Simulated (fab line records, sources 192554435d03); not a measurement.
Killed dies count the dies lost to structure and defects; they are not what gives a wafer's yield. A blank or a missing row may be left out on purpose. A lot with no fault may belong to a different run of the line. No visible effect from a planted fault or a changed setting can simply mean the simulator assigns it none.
fab line records -- flow n5-finfet
[record] lots = 10, wafers = 30, last-day = 17
route steps=1938 shown BEOL_M9@1448 BEOL_M10@1471
lots that met no fault: taken from a fault-free run of the same line
start-h: start of the lot's first displayed wafer, in hours after the record's first day -- wait-h: hours elapsed since this lot's preceding step -- " identical to the entry in the row above -- L1.1+2: a single row standing in for several wafers -- - either no value or no given start -- * or withheld: withheld -- < > ~ a bound
route shown NAME@n: a module of which the file shows steps, and the number in the route of the first -- usual: the fault-free wafers' mean and standard deviation -- same: alike in all rows -- chamber/n: place in a boat -- sites: readings site by site -- _std_site: their standard deviation -- _edge_site: mean of outer sites minus mean of inner sites -- radius-mm: for every site, how far away it sits from the centre of the wafer -- mask NAME#n: copy n -- behind: the most recent tool/chamber to have shaped the wafer -- hold: cause of the lot's hold/its duration in hours/its outcome -- device: transistor that didn't switch, given as n, p or np -- end of line: the route-end tests of the same wafers -- a step given without rows: its recipe and nothing more -- killed: count of dies lost to structure and defects at first sort (not the wafer's yield) -- map: shows each die of a wafer: x if killed, . if not, _ if none is there
set.NAME: the setting the step ran with; set.NAME@STEP: the setting that earlier step ran with -- model.NAME: the simulator's own value behind a step, which no gauge read
route steps across a sampled set of lots; one table per step, one row per wafer
services: the hour from which a tool's chamber was out of use, counted from the record's first day as start-h (under 0 if before that day), plus the number of hours and why
[[steps]]
[step N5_BEOL_M9_STRIP_80]
[recipe] chemistry = N2/H2, time-s = 10, power-w = 450, temp-c = 40, pressure-mtorr = 20, rf-frequency-hz = 6e+07, bias-power-w = 7, n2-flow-sccm = 200, h2-flow-sccm = 200
[usual] chamber-pressure-mTorr = 19.998/0.018, drypump-motor-current-A = 5.8/0.4, oes-product-au = 0.76/0.083, rf-vpp-V = 59.1/0.87, showerhead-plenum-p-Torr = 2.53/0.076, temp-c = 39.99/0.1, throttle-valve-pct = 23.6/0.33
[same] time-s = 10
lot.wafer,tool,chamber,start-h,wait-h,chamber-pressure-mTorr,drypump-motor-current-A,oes-product-au,rf-hours-counter-h,rf-vpp-V,showerhead-plenum-p-Torr,temp-c,throttle-valve-pct
L757.1,rie-diel-05,0,-,-,20.007,6.1,0.81,76,59.3,2.56,39.93,23.8
L757.3,rie-diel-05,1,-,-,20.022,6.3,0.67,235,59.8,2.62,39.98,23.7
L757.5,rie-diel-05,1,-,-,19.967,6.3,0.67,-,60.3,2.62,39.94,23.7
L759.2,rie-diel-04,1,-,-,19.989,5.2,0.86,52,59.2,2.58,40.12,23.6
L759.5,rie-diel-04,2,-,-,19.987,6.2,0.73,-,60.6,2.52,40.13,23.6
L759.6,rie-diel-04,1,-,-,20.007,5.2,0.85,-,59.0,2.58,40.02,23.6
L760.1,rie-diel-05,0,-,-,19.970,6.0,0.82,79,59.2,2.56,39.88,23.8
L760.2,rie-diel-05,1,-,-,19.974,6.3,0.66,238,57.7,2.62,39.86,23.7
L760.4,rie-diel-05,2,-,-,20.023,5.3,0.70,199,60.7,2.64,39.85,23.5
L764.1,rie-diel-04,3,-,-,19.992,5.3,0.96,11,58.9,2.49,39.92,22.8
L764.3,rie-diel-04,1,-,-,19.980,5.2,0.86,58,59.5,2.58,39.95,23.6
L764.6,rie-diel-04,3,-,-,19.988,5.3,0.96,-,58.4,2.49,40.09,22.8
L767.1,rie-diel-04,1,-,-,19.977,5.2,0.86,65,59.3,2.58,40.08,23.6
L767.4,rie-diel-04,0,-,-,20.000,5.2,0.70,221,58.1,2.41,39.84,23.6
L767.5,rie-diel-04,1,-,-,20.023,5.2,0.86,-,59.4,2.58,40.10,23.6
L768.2,rie-diel-02,0,-,-,19.987,5.8,0.71,237,57.3,2.50,39.82,23.8
L768.4,rie-diel-02,2,-,-,19.996,6.3,0.70,-,58.5,2.62,39.96,23.8
L768.6,rie-diel-02,1,-,-,20.014,6.0,0.76,-,58.8,2.44,39.95,24.2
L770.1,rie-diel-05,3,-,-,19.998,6.2,0.75,135,60.0,2.42,39.80,23.2
L770.2,rie-diel-05,0,-,-,19.955,6.1,0.79,104,58.8,2.54,39.86,23.8
L770.4,rie-diel-05,3,-,-,19.989,6.1,0.76,-,57.5,2.42,39.85,23.2
L769.1,rie-diel-05,2,-,-,20.012,5.3,0.69,225,60.3,2.63,40.12,23.5
L769.3,rie-diel-05,3,-,-,20.022,6.1,0.75,135,57.5,2.42,39.96,23.2
L769.5,rie-diel-05,2,-,-,19.992,5.3,0.69,-,58.9,2.63,40.00,23.5
L778.1,rie-diel-05,3,-,-,20.009,6.2,0.74,151,59.1,2.41,39.92,23.2
L778.2,rie-diel-05,0,-,-,20.000,6.1,0.78,120,59.5,2.54,39.83,23.9
L778.6,rie-diel-05,2,-,-,19.997,5.3,0.67,-,59.6,2.62,40.06,23.6
L779.1,rie-diel-05,1,-,-,19.979,6.3,0.92,16,60.1,2.60,39.85,23.2
L779.3,rie-diel-05,0,-,-,19.973,6.1,0.78,122,59.4,2.54,39.88,23.9
L779.5,rie-diel-05,1,-,-,19.999,6.3,0.92,-,60.2,2.60,40.18,23.2
[step N5_BEOL_M9_SURFACE_TREAT_79]
[recipe] gas = Ar, time-s = *, ion-energy-ev = *, ion-current-ma-cm2 = 0.5, pressure-mtorr = *, ar-flow-sccm = 30
[usual] throttle-valve-pct = *
[same] time-s = *
lot.wafer,tool,chamber,start-h,wait-h,throttle-valve-pct
L757.1,pvd-sputter-02,-,219.45,0.6,*
L757.3,pvd-sputter-02,-,219.45,0.6,*
L757.5,pvd-sputter-02,-,219.45,0.6,*
L759.2,pvd-sputter-01,-,224.61,0.3,*
L759.5,pvd-sputter-01,-,224.61,0.3,*
L759.6,pvd-sputter-01,-,224.61,0.3,*
L760.1,pvd-sputter-03,-,226.17,0.3,*
L760.2,pvd-sputter-03,-,226.17,0.3,*
L760.4,pvd-sputter-03,-,226.17,0.3,*
L764.1,pvd-sputter-01,-,250.15,0.2,*
L764.3,pvd-sputter-01,-,250.15,0.2,*
L764.6,pvd-sputter-01,-,250.15,0.2,*
L767.1,pvd-sputter-03,-,270.86,0.2,*
L767.4,pvd-sputter-03,-,270.86,0.2,*
L767.5,pvd-sputter-03,-,270.86,0.2,*
L768.2,pvd-sputter-01,-,278.44,0.6,*
L768.4,pvd-sputter-01,-,278.44,0.6,*
L768.6,pvd-sputter-01,-,278.44,0.6,*
L770.1,pvd-sputter-03,-,292.55,0.2,*
L770.2,pvd-sputter-03,-,292.55,0.2,*
L770.4,pvd-sputter-03,-,292.55,0.2,*
L769.1,pvd-sputter-02,-,292.84,0.2,*
L769.3,pvd-sputter-02,-,292.84,0.2,*
L769.5,pvd-sputter-02,-,292.84,0.2,*
L778.1,pvd-sputter-02,-,343.62,0.3,*
L778.2,pvd-sputter-02,-,343.62,0.3,*
L778.6,pvd-sputter-02,-,343.62,0.3,*
L779.1,pvd-sputter-01,-,349.02,0.8,*
L779.3,pvd-sputter-01,-,349.02,0.8,*
L779.5,pvd-sputter-01,-,349.02,0.8,*
[step N5_BEOL_M10_CURE_71]
[recipe] temp-c = 385, time-s = 240, ambient = He/Ar, material = SiCOH_lowk
[usual] lamp-power-pct = 52.32/0.057, run-length-s = 286.8/1.6, time-s = 240/0, wafer_temp_C_max = 386.7/0.65
lot.wafer,tool,chamber,start-h,wait-h,lamp-power-pct,run-length-s,time-s,wafer_temp_C_max
L757.1,uv-cure-01,2,221.03,0.0,52.29,286.2,240,386.5
L757.3,uv-cure-01,2,221.03,0.0,52.35,286.9,240,386.8
L757.5,uv-cure-01,2,221.03,0.0,52.29,286.4,240,386.5
L759.2,uv-cure-02,2,227.02,0.2,52.26,289.8,240,386.2
L759.5,uv-cure-02,2,227.02,0.2,52.26,289.5,240,386.0
L759.6,uv-cure-02,2,227.02,0.2,52.29,289.5,240,386.5
L760.1,uv-cure-03,2,227.50,0.0,52.30,285.7,240,386.5
L760.2,uv-cure-03,2,227.50,0.0,52.32,286.0,240,386.4
L760.4,uv-cure-03,2,227.50,0.0,52.34,286.1,240,385.9
L764.1,uv-cure-03,1,251.77,0.0,52.36,286.1,240,385.8
L764.3,uv-cure-03,1,251.77,0.0,52.35,286.4,240,385.6
L764.6,uv-cure-03,1,251.77,0.0,52.30,286.9,240,386.4
L767.1,uv-cure-02,0,273.83,0.0,52.27,286.9,240,388.4
L767.4,uv-cure-02,0,273.83,0.0,52.30,287.2,240,387.5
L767.5,uv-cure-02,0,273.83,0.0,52.27,287.2,240,388.2
L768.2,uv-cure-01,2,281.21,0.1,52.31,286.2,240,388.4
L768.4,uv-cure-01,2,281.21,0.1,52.35,286.2,240,386.6
L768.6,uv-cure-01,2,281.21,0.1,52.35,286.7,240,386.8
L770.1,uv-cure-03,1,294.07,0.0,52.40,290.7,240,386.3
L770.2,uv-cure-03,1,294.07,0.0,52.30,290.3,240,386.4
L770.4,uv-cure-03,1,294.07,0.0,52.38,290.7,240,386.2
L769.1,uv-cure-01,2,294.14,0.0,52.29,286.1,240,387.3
L769.3,uv-cure-01,2,294.14,0.0,52.19,286.3,240,388.0
L769.5,uv-cure-01,2,294.14,0.0,52.39,286.2,240,386.7
L778.1,uv-cure-03,2,345.84,0.0,-,-,-,-
L778.2,uv-cure-03,2,345.84,0.0,-,-,-,-
L778.6,uv-cure-03,2,345.84,0.0,-,-,-,-
L779.1,uv-cure-01,0,350.66,0.0,-,-,-,-
L779.3,uv-cure-01,0,350.66,0.0,-,-,-,-
L779.5,uv-cure-01,0,350.66,0.0,-,-,-,-
[step N5_BEOL_M10_THK_MEAS_01]
[recipe] reads = SiCOH_lowk_of_BEOL_M10_ILD_DEP_00
[usual] M10_ILD_THK = 265/3.8
lot.wafer,tool,chamber,start-h,wait-h,M10_ILD_THK[nm]
L757.1,film-metro-02,-,221.54,0.4,266
L757.3,film-metro-02,-,221.54,0.4,265
L757.5,film-metro-02,-,221.54,0.4,267
L759.2,film-metro-01,-,227.85,0.7,263
L759.5,film-metro-01,-,227.85,0.7,267
L759.6,film-metro-01,-,227.85,0.7,266
L760.1,film-metro-01,-,228.01,0.4,259
L760.2,film-metro-01,-,228.01,0.4,258
L760.4,film-metro-01,-,228.01,0.4,262
L764.1,film-metro-02,-,252.28,0.4,259
L764.3,film-metro-02,-,252.28,0.4,265
L764.6,film-metro-02,-,252.28,0.4,265
L767.1,film-metro-02,-,274.35,0.4,267
L767.4,film-metro-02,-,274.35,0.4,271
L767.5,film-metro-02,-,274.35,0.4,265
L768.2,film-metro-01,-,281.64,0.4,268
L768.4,film-metro-01,-,281.64,0.4,268
L768.6,film-metro-01,-,281.64,0.4,267
L769.1,film-metro-02,-,294.65,0.4,263
L769.3,film-metro-02,-,294.65,0.4,264
L769.5,film-metro-02,-,294.65,0.4,267
L770.1,film-metro-01,-,295.06,0.8,268
L770.2,film-metro-01,-,295.06,0.8,270
L770.4,film-metro-01,-,295.06,0.8,269
L778.1,film-metro-02,-,346.35,0.4,309
L778.2,film-metro-02,-,346.35,0.4,311
L778.6,film-metro-02,-,346.35,0.4,305
L779.1,film-metro-01,-,351.18,0.4,308
L779.3,film-metro-01,-,351.18,0.4,297
L779.5,film-metro-01,-,351.18,0.4,309
[step N5_BEOL_M10_PECVD_70]
[recipe] material = SiO2, target-thk-a = 200, temp-c = 400, precursor = TEOS/O2, pressure-torr = 5.5, rf-w = 450, teos-flow-sccm = 53.8, gas = O2, flow-sccm = 3000, time-s = 22.7
[usual] heater-power-w = 708/76, showerhead-plenum-p-Torr = 8.81/0.051, throttle-valve-pct = 23.0/1.6
[same] time-s = 22.7
lot.wafer,tool,chamber,start-h,wait-h,heater-power-w,showerhead-plenum-p-Torr,since-wet-clean-h,throttle-valve-pct
L757.1,pecvd-03,0,221.58,0.0,638,8.74,1107,22.9
L757.3,pecvd-03,2,221.58,0.0,644,8.83,353,21.9
L757.5,pecvd-03,1,221.58,0.0,732,8.87,-,22.0
L759.2,pecvd-02,0,227.89,0.0,820,8.76,932,23.4
L759.5,pecvd-02,0,227.89,0.0,838,8.76,-,23.3
L759.6,pecvd-02,2,227.89,0.0,656,8.74,-,20.5
L760.1,pecvd-03,1,228.05,0.0,634,8.87,1838,22.2
L760.2,pecvd-03,0,228.05,0.0,663,8.75,1113,23.0
L760.4,pecvd-03,1,228.05,0.0,649,8.85,-,22.0
L764.1,pecvd-02,1,252.32,0.0,595,8.90,1681,22.1
L764.3,pecvd-02,0,252.32,0.0,718,8.73,956,23.5
L764.6,pecvd-02,2,252.32,0.0,576,8.75,-,20.6
L767.1,pecvd-03,1,274.38,0.0,690,8.84,1885,22.2
L767.4,pecvd-03,0,274.38,0.0,683,8.75,-,23.0
L767.5,pecvd-03,1,274.38,0.0,716,8.86,-,22.2
L768.2,pecvd-03,0,281.68,0.0,694,8.75,1167,23.1
L768.4,pecvd-03,2,281.68,0.0,639,8.84,-,21.9
L768.6,pecvd-03,1,281.68,0.0,707,8.86,-,22.4
L769.1,pecvd-02,2,294.69,0.0,599,8.74,245,20.5
L769.3,pecvd-02,0,294.69,0.0,873,8.73,999,23.9
L769.5,pecvd-02,2,294.69,0.0,613,8.75,-,20.6
L770.1,pecvd-01,2,295.10,0.0,795,8.81,601,22.4
L770.2,pecvd-01,1,295.10,0.0,814,8.84,2086,26.5
L770.4,pecvd-01,1,295.10,0.0,827,8.81,-,26.4
L778.1,pecvd-03,2,346.39,0.0,662,8.82,478,22.2
L778.2,pecvd-03,0,346.39,0.0,638,8.73,1232,23.0
L778.6,pecvd-03,0,346.39,0.0,649,8.72,-,23.0
L779.1,pecvd-03,1,351.21,0.0,706,8.86,1961,22.1
L779.3,pecvd-03,2,351.21,0.0,638,8.83,482,22.2
L779.5,pecvd-03,1,351.21,0.0,686,8.83,-,22.2
[[services]]
tool,chamber,start-h,hours,kind
uv-cure-01,-,201.85,7.1,repair
uv-cure-02,-,221.70,1.0,pm
rie-diel-04,1,229.69,7.4,repair
pecvd-03,2,237.15,4.5,repair
uv-cure-02,-,248.79,5.7,repair
uv-cure-02,-,259.17,1.2,repair
rie-diel-05,3,265.18,6.2,repair
uv-cure-03,-,266.49,0.5,repair
pecvd-01,0,271.13,58.4,repair
rie-diel-05,1,271.34,-,clean
rie-diel-04,-,273.42,14.6,pm
pvd-sputter-03,-,278.15,5.5,repair
rie-diel-02,0,279.54,8.0,repair
pecvd-01,2,280.52,5.9,repair
uv-cure-02,-,287.91,0.4,repair
rie-diel-02,0,289.38,4.3,repair
pvd-sputter-02,-,294.67,5.9,repair
pvd-sputter-01,-,310.24,2.1,repair
rie-diel-02,0,316.61,4.1,repair
uv-cure-01,-,318.81,1.0,pm
rie-diel-02,2,319.89,2.5,repair
rie-diel-02,3,323.57,29.4,repair
rie-diel-02,1,326.74,3.5,repair
uv-cure-01,-,332.29,5.1,repair
[[key]]
[first-sign] step = N5_BEOL_M10_CURE_71, reading = tool-record, direction = missing
[effect] step = N5_BEOL_M10_THK_MEAS_01, reading = M10_ILD_THK, direction = up, sigmas = 11, usual = 265, struck = 307
met-at N5_BEOL_M10_CURE_71
struck-lots L778,L779
not-acting-at N5_BEOL_M9_STRIP_80,N5_BEOL_M9_SURFACE_TREAT_79,N5_BEOL_M10_PECVD_70
onset-between 294.14 345.84
[fault] kind = skipped-step-whole, tool = uv-cure-01,uv-cure-03, chamber = -, onset-h = 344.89, steps = N5_BEOL_M10_CURE_71, scope = struck-lots-only
